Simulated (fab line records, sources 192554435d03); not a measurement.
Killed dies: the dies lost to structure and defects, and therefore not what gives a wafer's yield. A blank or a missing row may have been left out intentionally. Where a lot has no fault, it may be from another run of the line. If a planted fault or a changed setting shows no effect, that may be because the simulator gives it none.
fab line records	flow n5-finfet
[record] lots = 24	wafers = 72	last-day = 19
route steps=1938 shown BEOL_M2@900 BEOL_M3@933
lots with no fault: from the same line, run without faults
start-h: hours from the record's first day to the start of the lot's first wafer shown	wait-h: hours from the lot's prior step to this one	" as in the row above	L1.1+2: a row that stands for several wafers	- no value, or no start was given	* or withheld: withheld	< > ~ a bound
route shown NAME@n: a module of which the file shows steps, and the number in the route of the first	usual: average and standard deviation across the fault-free wafers	same: alike in all rows	chamber/n: place in a boat	sites: per-site readings	_std_site: the values' standard deviation	_edge_site: the outer-site mean with the inner-site mean subtracted	radius-mm: for every site, how far away it sits from the centre of the wafer	mask NAME#n: copy n	behind: the last tool/chamber to shape the wafer	hold: cause of the lot's hold/its duration in hours/its outcome	device: the n, p or np transistor that did not switch	end of line: at the end of the route, the tests of the same wafers	a step with no rows: only its recipe	killed: at the first sort, the dies lost to defects and structure; wafer yield is something else	map: a wafer's dies, x killed, . not, _ none there
set.NAME: the run value of the setting; set.NAME@STEP: its run value at that earlier step	model.NAME: the simulator's own value behind a step, which no gauge read
route steps across a sampled set of lots; one table per step, one row per wafer
services: a tool's chamber out of use, with start hour (start-h, from the record's first day; less than 0 if before it), hours out, and reason
[[steps]]
[step N5_BEOL_M2_PRE_CLEAN_45]
[recipe] gas = H2/He	time-s = 30	temp-c = 250
[usual] heater-power-w = 338/20
lot.wafer	tool	chamber	start-h	wait-h	heater-power-w
L074.1	pvd-sputter-02	-	161.86	0.0	308
L074.3	"	-	"	"	341
L074.5	"	-	"	"	369
L075.1	pvd-sputter-02	-	168.44	0.0	315
L075.4	"	-	"	"	373
L075.6	"	-	"	"	339
L076.2	pvd-sputter-01	-	172.18	0.0	311
L076.3	"	-	"	"	331
L076.6	"	-	"	"	318
L077.2	pvd-sputter-02	-	172.20	0.0	327
L077.3	"	-	"	"	313
L077.4	"	-	"	"	333
L078.1	pvd-sputter-01	-	176.72	0.0	338
L078.3	"	-	"	"	340
L078.6	"	-	"	"	339
L080.1	pvd-sputter-03	-	181.18	0.0	326
L080.3	"	-	"	"	374
L080.4	"	-	"	"	370
L079.2	pvd-sputter-01	-	182.19	0.0	318
L079.3	"	-	"	"	348
L079.5	"	-	"	"	319
L081.1	pvd-sputter-03	-	186.68	0.0	323
L081.4	"	-	"	"	325
L081.6	"	-	"	"	367
L082.1	pvd-sputter-01	-	194.64	0.0	344
L082.3	"	-	"	"	333
L082.6	"	-	"	"	332
L083.1	pvd-sputter-02	-	216.44	0.0	332
L083.2	"	-	"	"	336
L083.3	"	-	"	"	312
L084.3	pvd-sputter-01	-	223.90	0.0	333
L084.4	"	-	"	"	309
L084.6	"	-	"	"	320
L087.1	pvd-sputter-03	-	235.25	0.0	312
L087.4	"	-	"	"	364
L087.5	"	-	"	"	318
L085.3	pvd-sputter-02	-	235.34	0.0	334
L085.5	"	-	"	"	328
L085.6	"	-	"	"	375
L086.1	pvd-sputter-02	-	235.42	0.0	307
L086.4	"	-	"	"	333
L086.5	"	-	"	"	304
L089.2	pvd-sputter-02	-	248.40	0.0	376
L089.3	"	-	"	"	309
L089.5	"	-	"	"	336
L088.3	pvd-sputter-03	-	252.30	0.0	320
L088.5	"	-	"	"	322
L088.6	"	-	"	"	365
L090.1	pvd-sputter-01	-	257.14	0.0	322
L090.3	"	-	"	"	344
L090.6	"	-	"	"	337
L091.1	pvd-sputter-01	-	257.38	0.0	331
L091.4	"	-	"	"	320
L091.6	"	-	"	"	335
L092.2	pvd-sputter-01	-	263.98	0.0	335
L092.3	"	-	"	"	321
L092.6	"	-	"	"	323
L093.1	pvd-sputter-03	-	264.03	0.0	315
L093.3	"	-	"	"	320
L093.5	"	-	"	"	321
L094.3	pvd-sputter-03	-	273.30	0.0	319
L094.5	"	-	"	"	324
L094.6	"	-	"	"	379
L095.2	pvd-sputter-01	-	275.64	0.0	347
L095.4	"	-	"	"	333
L095.5	"	-	"	"	344
L096.3	pvd-sputter-02	-	287.92	0.0	310
L096.4	"	-	"	"	378
L096.5	"	-	"	"	336
L097.1	pvd-sputter-01	-	296.22	0.0	319
L097.3	"	-	"	"	348
L097.4	"	-	"	"	320
[step N5_BEOL_M2_SPUTTER_86]
[recipe] material = Cu	target-thk-a = 45	temp-c = -20	chamber-pressure-pa = 0.07	power-w = withheld	time-s = 8.29
[usual] throttle-valve-pct = 29.9/1.1
lot.wafer	tool	chamber	start-h	wait-h	throttle-valve-pct
L074.1	pvd-sputter-02	-	163.12	0.1	28.6
L074.3	"	-	"	"	29.5
L074.5	"	-	"	"	28.6
L075.1	pvd-sputter-03	-	170.48	0.1	28.3
L075.4	"	-	"	"	30.2
L075.6	"	-	"	"	28.2
L076.2	pvd-sputter-02	-	173.50	0.1	28.2
L076.3	"	-	"	"	30.2
L076.6	"	-	"	"	29.5
L077.2	pvd-sputter-03	-	173.62	0.1	30.3
L077.3	"	-	"	"	28.3
L077.4	"	-	"	"	30.0
L078.1	pvd-sputter-03	-	178.24	0.1	28.3
L078.3	"	-	"	"	30.0
L078.6	"	-	"	"	30.2
L080.1	pvd-sputter-03	-	182.54	0.1	30.5
L080.3	"	-	"	"	28.4
L080.4	"	-	"	"	30.5
L079.2	pvd-sputter-01	-	183.81	0.1	31.7
L079.3	"	-	"	"	30.5
L079.5	"	-	"	"	30.6
L081.1	pvd-sputter-01	-	188.19	0.1	30.6
L081.4	"	-	"	"	31.5
L081.6	"	-	"	"	31.7
L082.1	pvd-sputter-01	-	196.02	0.1	31.6
L082.3	"	-	"	"	30.5
L082.6	"	-	"	"	31.4
L083.1	pvd-sputter-02	-	217.84	0.1	28.8
L083.2	"	-	"	"	30.4
L083.3	"	-	"	"	28.1
L084.3	pvd-sputter-01	-	225.14	0.1	30.5
L084.4	"	-	"	"	31.5
L084.6	"	-	"	"	31.6
L087.1	pvd-sputter-03	-	236.65	0.1	30.1
L087.4	"	-	"	"	29.4
L087.5	"	-	"	"	29.2
L085.3	pvd-sputter-02	-	236.78	0.1	28.3
L085.5	"	-	"	"	28.8
L085.6	"	-	"	"	29.4
L086.1	pvd-sputter-01	-	236.92	0.1	31.6
L086.4	"	-	"	"	31.5
L086.5	"	-	"	"	31.6
L089.2	pvd-sputter-02	-	249.62	0.1	30.3
L089.3	"	-	"	"	28.1
L089.5	"	-	"	"	28.5
L088.3	pvd-sputter-02	-	253.72	0.1	30.7
L088.5	"	-	"	"	30.3
L088.6	"	-	"	"	28.2
L090.1	pvd-sputter-03	-	258.56	0.1	30.2
L090.3	"	-	"	"	28.2
L090.6	"	-	"	"	29.9
L091.1	pvd-sputter-03	-	260.40	0.1	30.1
L091.4	"	-	"	"	27.9
L091.6	"	-	"	"	28.3
L092.2	pvd-sputter-01	-	265.45	0.1	31.6
L092.3	"	-	"	"	31.3
L092.6	"	-	"	"	31.2
L093.1	pvd-sputter-03	-	267.01	0.1	30.4
L093.3	"	-	"	"	29.3
L093.5	"	-	"	"	30.0
L094.3	pvd-sputter-03	-	274.74	0.1	29.8
L094.5	"	-	"	"	30.3
L094.6	"	-	"	"	30.4
L095.2	pvd-sputter-02	-	276.87	0.1	28.8
L095.4	"	-	"	"	30.2
L095.5	"	-	"	"	29.2
L096.3	pvd-sputter-01	-	290.97	0.1	31.5
L096.4	"	-	"	"	31.6
L096.5	"	-	"	"	31.5
L097.1	pvd-sputter-03	-	297.44	0.1	28.2
L097.3	"	-	"	"	29.8
L097.4	"	-	"	"	30.1
[step N5_BEOL_M2_SPUTTER_88]
[recipe] material = Cu	target-thk-a = 45	temp-c = -20	chamber-pressure-pa = 0.07	power-w = withheld	time-s = 8.29
[usual] throttle-valve-pct = 30.0/1.1
lot.wafer	tool	chamber	start-h	wait-h	throttle-valve-pct
L074.1	pvd-sputter-02	-	163.34	0.1	28.1
L074.3	"	-	"	"	29.7
L074.5	"	-	"	"	28.6
L075.1	pvd-sputter-03	-	170.70	0.1	28.1
L075.4	"	-	"	"	29.9
L075.6	"	-	"	"	28.1
L076.2	pvd-sputter-02	-	173.72	0.1	28.3
L076.3	"	-	"	"	30.2
L076.6	"	-	"	"	29.6
L077.2	pvd-sputter-03	-	173.84	0.1	30.0
L077.3	"	-	"	"	28.6
L077.4	"	-	"	"	30.0
L078.1	pvd-sputter-03	-	178.46	0.1	28.4
L078.3	"	-	"	"	30.1
L078.6	"	-	"	"	30.2
L080.1	pvd-sputter-03	-	182.76	0.1	30.2
L080.3	"	-	"	"	28.2
L080.4	"	-	"	"	30.2
L079.2	pvd-sputter-01	-	184.03	0.1	31.7
L079.3	"	-	"	"	30.6
L079.5	"	-	"	"	30.8
L081.1	pvd-sputter-01	-	188.41	0.1	30.6
L081.4	"	-	"	"	31.3
L081.6	"	-	"	"	31.4
L082.1	pvd-sputter-01	-	196.24	0.1	31.7
L082.3	"	-	"	"	30.7
L082.6	"	-	"	"	31.6
L083.1	pvd-sputter-02	-	218.06	0.1	28.5
L083.2	"	-	"	"	30.5
L083.3	"	-	"	"	28.4
L084.3	pvd-sputter-01	-	225.36	0.1	30.6
L084.4	"	-	"	"	31.3
L084.6	"	-	"	"	31.4
L087.1	pvd-sputter-03	-	236.87	0.1	30.3
L087.4	"	-	"	"	29.6
L087.5	"	-	"	"	29.3
L085.3	pvd-sputter-02	-	237.00	0.1	28.2
L085.5	"	-	"	"	28.8
L085.6	"	-	"	"	29.5
L086.1	pvd-sputter-01	-	237.14	0.1	31.5
L086.4	"	-	"	"	31.5
L086.5	"	-	"	"	31.7
L089.2	pvd-sputter-02	-	249.84	0.1	30.3
L089.3	"	-	"	"	28.4
L089.5	"	-	"	"	28.1
L088.3	pvd-sputter-02	-	253.94	0.1	30.3
L088.5	"	-	"	"	30.4
L088.6	"	-	"	"	28.5
L090.1	pvd-sputter-03	-	258.78	0.1	30.4
L090.3	"	-	"	"	28.1
L090.6	"	-	"	"	30.3
L091.1	pvd-sputter-03	-	260.62	0.1	30.1
L091.4	"	-	"	"	28.4
L091.6	"	-	"	"	28.2
L092.2	pvd-sputter-01	-	265.67	0.1	31.5
L092.3	"	-	"	"	31.4
L092.6	"	-	"	"	31.6
L093.1	pvd-sputter-03	-	267.23	0.1	30.5
L093.3	"	-	"	"	29.4
L093.5	"	-	"	"	29.9
L094.3	pvd-sputter-03	-	274.96	0.1	29.9
L094.5	"	-	"	"	30.1
L094.6	"	-	"	"	30.2
L095.2	pvd-sputter-02	-	277.09	0.1	28.7
L095.4	"	-	"	"	30.4
L095.5	"	-	"	"	29.5
L096.3	pvd-sputter-01	-	291.19	0.1	31.4
L096.4	"	-	"	"	31.6
L096.5	"	-	"	"	31.3
L097.1	pvd-sputter-03	-	297.66	0.1	28.5
L097.3	"	-	"	"	30.3
L097.4	"	-	"	"	30.1
[step N5_BEOL_M2_ANNEAL_51]
[recipe] temp-c = 225	time-s = 90	ambient = N2
[usual] wafer_temp_C_max = 226.02/0.26
lot.wafer	tool	chamber	start-h	wait-h	wafer_temp_C_max
L074.1	rtp-anneal-01	0	164.42	0.1	225.75
L074.3	"	0	"	"	226.08
L074.5	"	0	"	"	226.13
L075.1	rtp-anneal-02	0	171.91	0.2	226.00
L075.4	"	0	"	"	225.73
L075.6	"	0	"	"	226.12
L076.2	rtp-anneal-01	0	174.84	0.1	226.46
L076.3	"	0	"	"	225.86
L076.6	"	0	"	"	226.19
L077.2	rtp-anneal-02	0	174.98	0.1	226.09
L077.3	"	0	"	"	226.42
L077.4	"	0	"	"	226.08
L078.1	rtp-anneal-01	0	179.54	0.1	225.65
L078.3	"	0	"	"	225.87
L078.6	"	0	"	"	226.27
L080.1	rtp-anneal-02	0	183.84	0.1	226.09
L080.3	"	0	"	"	226.25
L080.4	"	0	"	"	226.20
L079.2	rtp-anneal-01	0	185.15	0.1	225.87
L079.3	"	0	"	"	226.15
L079.5	"	0	"	"	226.04
L081.1	rtp-anneal-01	0	189.49	0.1	226.40
L081.4	"	0	"	"	225.95
L081.6	"	0	"	"	226.75
L082.1	rtp-anneal-02	0	197.31	0.1	225.99
L082.3	"	0	"	"	226.04
L082.6	"	0	"	"	225.74
L083.1	rtp-anneal-01	0	219.13	0.1	226.06
L083.2	"	0	"	"	225.49
L083.3	"	0	"	"	225.74
L084.3	rtp-anneal-02	0	226.52	0.1	226.49
L084.4	"	0	"	"	225.92
L084.6	"	0	"	"	226.21
L087.1	rtp-anneal-01	0	237.98	0.1	225.62
L087.4	"	0	"	"	226.16
L087.5	"	0	"	"	226.00
L086.1	rtp-anneal-02	0	238.28	0.1	226.42
L086.4	"	0	"	"	226.11
L086.5	"	0	"	"	226.50
L085.3	rtp-anneal-01	0	238.34	0.3	225.61
L085.5	"	0	"	"	226.07
L085.6	"	0	"	"	225.94
L089.2	rtp-anneal-01	0	250.96	0.1	225.95
L089.3	"	0	"	"	225.70
L089.5	"	0	"	"	226.24
L088.3	rtp-anneal-02	0	255.11	0.1	226.12
L088.5	"	0	"	"	226.17
L088.6	"	0	"	"	225.95
L090.1	rtp-anneal-01	0	259.86	0.1	226.01
L090.3	"	0	"	"	225.91
L090.6	"	0	"	"	226.32
L091.1	rtp-anneal-01	0	261.71	0.1	225.98
L091.4	"	0	"	"	226.14
L091.6	"	0	"	"	226.51
L092.2	rtp-anneal-01	0	266.79	0.1	225.81
L092.3	"	0	"	"	225.58
L092.6	"	0	"	"	225.72
L093.1	rtp-anneal-02	0	268.42	0.2	225.92
L093.3	"	0	"	"	225.78
L093.5	"	0	"	"	226.11
L094.3	rtp-anneal-01	0	276.12	0.1	225.93
L094.5	"	0	"	"	225.90
L094.6	"	0	"	"	225.92
L095.2	rtp-anneal-01	0	278.25	0.2	226.05
L095.4	"	0	"	"	225.84
L095.5	"	0	"	"	225.97
L096.3	rtp-anneal-01	0	292.45	0.2	225.92
L096.4	"	0	"	"	225.64
L096.5	"	0	"	"	225.76
L097.1	rtp-anneal-02	0	298.80	0.1	226.47
L097.3	"	0	"	"	226.51
L097.4	"	0	"	"	226.32
[step N5_BEOL_M3_PECVD_72]
[recipe] material = SiO2	target-thk-a = 160	temp-c = 400	precursor = TEOS/O2	pressure-torr = 5.5	rf-w = 450	teos-flow-sccm = 53.8	gas = O2	flow-sccm = 3000	time-s = 18
[usual] heater-power-w = 814/130	showerhead-plenum-p-Torr = 8.81/0.088	throttle-valve-pct = 22.6/2.1
lot.wafer	tool	chamber	start-h	wait-h	heater-power-w	showerhead-plenum-p-Torr	since-wet-clean-h	throttle-valve-pct
L074.1	pecvd-01	2	165.44	0.0	1016	8.76	115	20.8
L074.3	"	1	"	"	631	8.87	-	23.0
L074.5	"	1	"	"	640	8.86	-	22.7
L075.1	pecvd-02	2	173.09	0.0	919	8.70	2146	24.3
L075.4	"	0	"	"	891	8.68	-	21.0
L075.6	"	2	"	"	911	8.70	-	24.4
L076.2	pecvd-03	0	175.84	0.0	724	8.73	1242	27.1
L076.3	"	1	"	"	709	8.91	1967	23.6
L076.6	"	1	"	"	713	8.91	-	23.6
L077.2	pecvd-02	0	175.97	0.0	747	8.65	699	20.8
L077.3	"	2	"	"	919	8.69	2149	24.3
L077.4	"	2	"	"	950	8.68	-	24.4
L078.1	pecvd-02	1	180.59	0.0	587	8.82	1428	22.7
L078.3	"	0	"	"	836	8.65	703	20.9
L078.6	"	2	"	"	918	8.70	-	24.3
L080.1	pecvd-02	1	184.86	0.0	730	8.82	1432	22.7
L080.3	"	0	"	"	884	8.67	707	20.7
L080.4	"	1	"	"	715	8.82	-	22.9
L079.2	pecvd-03	1	186.17	0.0	700	8.92	1978	23.4
L079.3	"	2	"	"	899	8.89	499	20.1
L079.5	"	2	"	"	895	8.90	-	20.1
L081.1	pecvd-03	2	190.55	0.0	805	8.89	503	20.3
L081.4	"	0	"	"	883	8.75	-	27.2
L081.6	"	1	"	"	827	8.92	-	23.6
L082.1	pecvd-01	1	198.33	0.0	593	8.87	1627	22.7
L082.3	"	0	"	"	778	8.91	902	21.0
L082.6	"	0	"	"	751	8.88	-	21.2
L083.1	pecvd-03	1	220.35	0.0	851	8.88	2012	23.6
L083.2	"	0	"	"	726	8.78	1287	27.0
L083.3	"	2	"	"	855	8.89	533	20.3
L084.3	pecvd-03	2	227.50	0.1	886	8.88	-	20.2
L084.4	"	1	"	"	813	8.92	-	23.6
L084.6	"	2	"	"	906	8.89	-	20.3
L087.1	pecvd-03	1	239.00	0.0	813	8.88	2030	23.6
L087.4	"	0	"	"	785	8.76	-	27.0
L087.5	"	1	"	"	815	8.91	-	23.6
L085.3	pecvd-03	0	239.29	0.0	863	8.76	1306	27.1
L085.5	"	0	"	"	858	8.74	-	27.3
L085.6	"	1	"	"	689	8.90	-	23.3
L086.1	pecvd-01	1	239.43	0.0	644	8.82	1668	22.4
L086.4	"	1	"	"	614	8.87	-	22.5
L086.5	"	2	"	"	1072	8.75	-	21.3
L089.2	pecvd-03	0	251.94	0.0	852	8.76	1318	27.3
L089.3	"	2	"	"	940	8.90	564	20.3
L089.5	"	1	"	"	825	8.91	-	24.0
L088.3	pecvd-03	2	256.04	0.0	909	8.88	568	20.5
L088.5	"	1	"	"	817	8.90	-	23.5
L088.6	"	0	"	"	759	8.74	-	27.2
L090.1	pecvd-01	0	260.88	0.0	830	8.89	965	21.1
L090.3	"	2	"	"	1031	8.74	211	21.2
L090.6	"	1	"	"	652	8.85	-	22.6
L091.1	pecvd-02	0	262.74	0.0	861	8.66	785	21.1
L091.4	"	1	"	"	578	8.83	-	23.0
L091.6	"	0	"	"	846	8.66	-	20.8
L092.2	pecvd-01	1	267.82	0.0	630	8.87	1697	22.5
L092.3	"	0	"	"	755	8.88	972	21.3
L092.6	"	0	"	"	749	8.89	-	21.4
L093.1	pecvd-02	2	269.66	0.0	986	8.66	28	22.3
L093.3	"	1	"	"	701	8.82	1517	22.7
L093.5	"	2	"	"	977	8.68	-	22.1
L094.3	pecvd-01	0	277.05	0.0	764	8.90	981	21.2
L094.5	"	0	"	"	771	8.90	-	21.2
L094.6	"	1	"	"	532	8.90	-	22.7
L095.2	pecvd-03	1	279.47	0.0	739	8.94	2071	23.8
L095.4	"	2	"	"	987	8.89	-	20.3
L095.5	"	0	"	"	767	8.72	-	27.2
L096.3	pecvd-02	2	293.57	0.0	1005	8.66	52	22.4
L096.4	"	1	"	"	638	8.82	-	23.0
L096.5	"	2	"	"	998	8.65	-	22.5
L097.1	pecvd-01	1	299.82	0.0	611	8.86	1729	22.5
L097.3	"	0	"	"	695	8.89	1004	21.4
L097.4	"	1	"	"	621	8.86	-	22.5
[step N5_BEOL_M3_HM_DEP_02]
[recipe] material = TiN	target-thk-a = 200	temp-c = 25	chamber-pressure-pa = 0.49996
[usual] throttle-valve-pct = 30.1/1.1
lot.wafer	tool	chamber	start-h	wait-h	throttle-valve-pct
L074.1	pvd-sputter-01	-	165.83	0.4	31.5
L074.3	"	-	"	"	31.6
L074.5	"	-	"	"	30.4
L075.1	pvd-sputter-02	-	174.90	1.8	28.8
L075.4	"	-	"	"	29.7
L075.6	"	-	"	"	29.7
L076.2	pvd-sputter-01	-	176.58	0.7	31.7
L076.3	"	-	"	"	31.5
L076.6	"	-	"	"	31.4
L077.2	pvd-sputter-03	-	177.02	1.0	28.2
L077.3	"	-	"	"	30.3
L077.4	"	-	"	"	30.5
L078.1	pvd-sputter-03	-	181.40	0.8	30.0
L078.3	"	-	"	"	30.1
L078.6	"	-	"	"	29.9
L080.1	pvd-sputter-03	-	185.86	1.0	30.6
L080.3	"	-	"	"	28.1
L080.4	"	-	"	"	29.5
L079.2	pvd-sputter-03	-	186.46	0.3	28.2
L079.3	"	-	"	"	30.3
L079.5	"	-	"	"	28.1
L081.1	pvd-sputter-03	-	192.26	1.7	29.3
L081.4	"	-	"	"	29.9
L081.6	"	-	"	"	28.3
L082.1	pvd-sputter-03	-	198.77	0.4	30.1
L082.3	"	-	"	"	28.2
L082.6	"	-	"	"	30.2
L083.1	pvd-sputter-01	-	221.30	0.9	31.7
L083.2	"	-	"	"	31.6
L083.3	"	-	"	"	31.4
L084.3	pvd-sputter-01	-	228.16	0.6	31.6
L084.4	"	-	"	"	31.6
L084.6	"	-	"	"	31.2
L087.1	pvd-sputter-03	-	240.04	1.0	30.0
L087.4	"	-	"	"	28.5
L087.5	"	-	"	"	30.0
L085.3	pvd-sputter-03	-	240.15	0.8	30.4
L085.5	"	-	"	"	30.0
L085.6	"	-	"	"	29.3
L086.1	pvd-sputter-01	-	240.15	0.7	30.4
L086.4	"	-	"	"	31.6
L086.5	"	-	"	"	31.4
L089.2	pvd-sputter-03	-	252.66	0.7	28.3
L089.3	"	-	"	"	30.2
L089.5	"	-	"	"	30.2
L088.3	pvd-sputter-03	-	256.82	0.8	30.0
L088.5	"	-	"	"	30.5
L088.6	"	-	"	"	28.2
L090.1	pvd-sputter-01	-	263.18	2.3	31.7
L090.3	"	-	"	"	31.7
L090.6	"	-	"	"	31.5
L091.1	pvd-sputter-01	-	263.60	0.8	31.6
L091.4	"	-	"	"	31.4
L091.6	"	-	"	"	31.6
L092.2	pvd-sputter-02	-	268.12	0.3	28.8
L092.3	"	-	"	"	29.5
L092.6	"	-	"	"	30.5
L093.1	pvd-sputter-02	-	270.68	1.0	28.9
L093.3	"	-	"	"	28.6
L093.5	"	-	"	"	29.0
L094.3	pvd-sputter-02	-	278.47	1.4	28.8
L094.5	"	-	"	"	29.6
L094.6	"	-	"	"	28.8
L095.2	pvd-sputter-02	-	281.03	1.5	29.7
L095.4	"	-	"	"	30.1
L095.5	"	-	"	"	30.5
L096.3	pvd-sputter-01	-	293.84	0.2	31.5
L096.4	"	-	"	"	31.7
L096.5	"	-	"	"	31.6
L097.1	pvd-sputter-01	-	301.96	2.1	31.5
L097.3	"	-	"	"	31.5
L097.4	"	-	"	"	30.6
[[services]]
tool	chamber	start-h	hours	kind
pvd-sputter-02	-	139.65	3.9	repair
pecvd-03	1	140.91	3.5	repair
pecvd-01	-	142.64	2.8	pm
pvd-sputter-03	-	144.16	23.3	repair
pecvd-01	0	152.59	28.6	repair
pvd-sputter-02	-	183.42	2.3	repair
pecvd-01	-	188.11	1.8	repair
pecvd-02	0	192.78	19.7	repair
pecvd-01	0	206.51	20.5	repair
pecvd-02	2	212.45	-	clean
pecvd-02	2	212.45	-	consumable-replace:showerhead
pecvd-02	2	212.45	29.0	scheduled-down
pecvd-02	2	212.45	29.0	vent-cycle
pecvd-01	2	217.49	2.1	scheduled-down
pecvd-03	0	225.67	2.2	repair
pecvd-03	1	263.70	5.5	scheduled-down
[[key]]
fault none
